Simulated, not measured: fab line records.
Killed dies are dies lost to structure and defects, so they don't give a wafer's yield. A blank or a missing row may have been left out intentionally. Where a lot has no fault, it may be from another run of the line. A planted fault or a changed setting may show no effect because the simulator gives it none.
A lot that was struck, set against a sound lot    flow n5-finfet    18 out of 1938 route steps
Sound: the wafers L437.2, L437.3, L437.5. Wafers struck: L445.2, L445.5, L445.6. At the end, the cause is stated.
Per side, at each step with rows, come the tool, then ch with its chambers, and then its first start. Under that, the readings that differ: sound wafers    struck wafers    difference of the means    sigmas: that difference in standard deviations of wafers without a fault.
alike: a reading whose means differ by less than 2 such deviations, as well as words and numbers matching on both sides. not compared: withheld readings; readings where some wafer has no value; bounds like >300 that might hide an equal value; numbers whose values overlap and for which the record gives no deviation.
Wherever a step has rows on one side only, a row that says differs or no value, or a row with sigmas, the two part there. Numbers that don't overlap but have no deviation are shown without sigmas and don't part them. A reading that every wafer of one side lacks parts them only if that side has two wafers or more.

first, 11 steps without rows for these wafers: N5_FIN_SAQP_MANDREL1_REMOVE_56 (chemistry HBr/Cl2/O2, target a-Si, stops on SiNx, bt time 10 s); N5_FIN_SAQP_ETCH_57 (etches SiNx in CH3F/O2, target depth 32.5 nm, time 46.4 s); N5_FIN_SAQP_ETCH_65 (etches SiO2 in CF4, target depth 4 nm, time 4.4 s); N5_FIN_SAQP_MANDREL_ETCH_58 (etches a-Si in HBr/Cl2, stops on SiNx, target depth 45 nm, bt time 10 s, time 27 s); N5_FIN_SAQP_RECESS_63 (chemistry HF/NH3, target SiO2, target depth 18 nm, afs cycles 3, sublimation time 60 s); N5_FIN_SAQP_COAT_68 (time 60 s, resist thk 100 nm); N5_FIN_SAQP_ETCH_69 (etches SOC in N2/H2, stops on SiNx, target depth 150 nm); N5_FIN_SAQP_ETCH_67 (etches SiNx in CH3F/O2, target depth 30 nm); N5_FIN_SAQP_STRIP_70 (strips in N2/H2); N5_FIN_SAQP_RECESS_71 (chemistry HF/NH3, target SiO2, target depth 3 nm, afs cycles 1, sublimation time 60 s); N5_FIN_SAQP_SPACER2_ALD_28 (deposits SiO2, target thk 8.1 nm, pulse time 1 s, purge time 2 s).
N5_FIN_SAQP_SPACER2_ETCHBACK_29: etches SiO2 in CHF3/O2, target depth 12.2 nm, time 6.1 s.
  sound on rie-diel-02 ch 0,1, day 2 14:18; struck on rie-diel-04 ch 0,1,3, day 4 13:58
  no value came back on the struck wafers for any of 10 readings (CHF3_flow_sccm (sccm), O2_flow_sccm (sccm) and others); on the sound wafers CHF3_flow_sccm (sccm) reads 50.10 49.90 49.96
reading                                            sound  struck  difference  sigmas
model.SiO2_of_FIN_SAQP_SPACER2_ALD_28.thk-nm (nm)  0 0 0  8 8 8   +8          
  not compared: rf-hours-counter-h
N5_FIN_SAQP_MANDREL2_REMOVE_60: chemistry HBr/Cl2/O2, target a-Si, stops on SiNx, bt time 10 s.
  sound on rie-si-02 ch 0,1,3, day 2 14:23; struck on rie-si-02 ch 0,1,3, day 4 14:02
reading                sound              struck             difference  sigmas
oes-product-au (a.u.)  0.989 0.999 0.969  0.372 0.378 0.364  -0.614      -32
  alike: chamber-pressure-mTorr, drypump-motor-current-A, oes_o_777_au, throttle-valve-pct
  not compared: rf-hours-counter-h
N5_FIN_SAQP_CD_MEAS_31 targets a cd of 8 nm.
  sound on cd-sem-02 ch 0, day 2 14:30; struck on cd-sem-03 ch 0, day 4 14:09
reading     sound           struck  difference                     sigmas
cd-nm (nm)  7.85 8.06 7.98  - - -   no value on the struck wafers  
N5_FIN_SAQP_HM_OPEN_33: chemistry CH3F/O2, target SiNx, target depth 49.4 nm, time 70.6 s.
  sound on rie-diel-04 ch 0,1,3, day 2 14:32; struck on rie-diel-03 ch 0,2,3, day 4 14:12
reading                sound           struck             difference  sigmas
etch-rf-on-time-s (s)  67.1 67.3 66.6  176.5 176.5 176.5  +109.5      +78
oes-product-au (a.u.)  0.60 0.59 0.61  0.32 0.29 0.27     -0.31       -5
  alike: chamber-pressure-mTorr, drypump-motor-current-A, mfc-ar-sccm, oes_o_777_au, rf-vpp-V, showerhead-plenum-p-Torr, throttle-valve-pct
  not compared: rf-hours-counter-h
then, 1 step without rows for these wafers: N5_FIN_SAQP_ETCH_34 (etches SiO2 in C4F6/O2, target depth 45 nm, time 15 s).
N5_BEOL_M4_RC_MEAS_101:
  the record has rows for the sound wafers here (prober-01 ch 0, day 8 18:52) and none for the struck ones
-- a jump in the record: the struck wafers' starts before and after are 11 days apart (it breaks off in module BEOL_M4 and resumes in module PASSIVATION, where the first step shown is number 1936 of the route) --
N5_PASSIVATION_PROBE_49:
  struck on prober-02, day 15 05:52; sound on prober-01, day 12 22:07
reading              sound        struck          difference  sigmas
killed_at_M0_to_M3   74 27 40     27 24 17        -24         -2
killed-at-front-end  37 45 36     1131 1125 1139  +1092       +99 or more
killed-dies          133 107 115  1180 1180 1180  +1062       +62
killed-on-rim        22 14 13     152 152 152     +136        +31
killed-open          93 83 82     55 69 48        -29         -2
  alike: killed_at_M4_up, killed-at-contacts, killed-at-other, killed-short

WHERE THEY PART
First at N5_FIN_SAQP_SPACER2_ETCHBACK_29; last, within this record, at N5_PASSIVATION_PROBE_49.

WHY: what had been put in by the simulator
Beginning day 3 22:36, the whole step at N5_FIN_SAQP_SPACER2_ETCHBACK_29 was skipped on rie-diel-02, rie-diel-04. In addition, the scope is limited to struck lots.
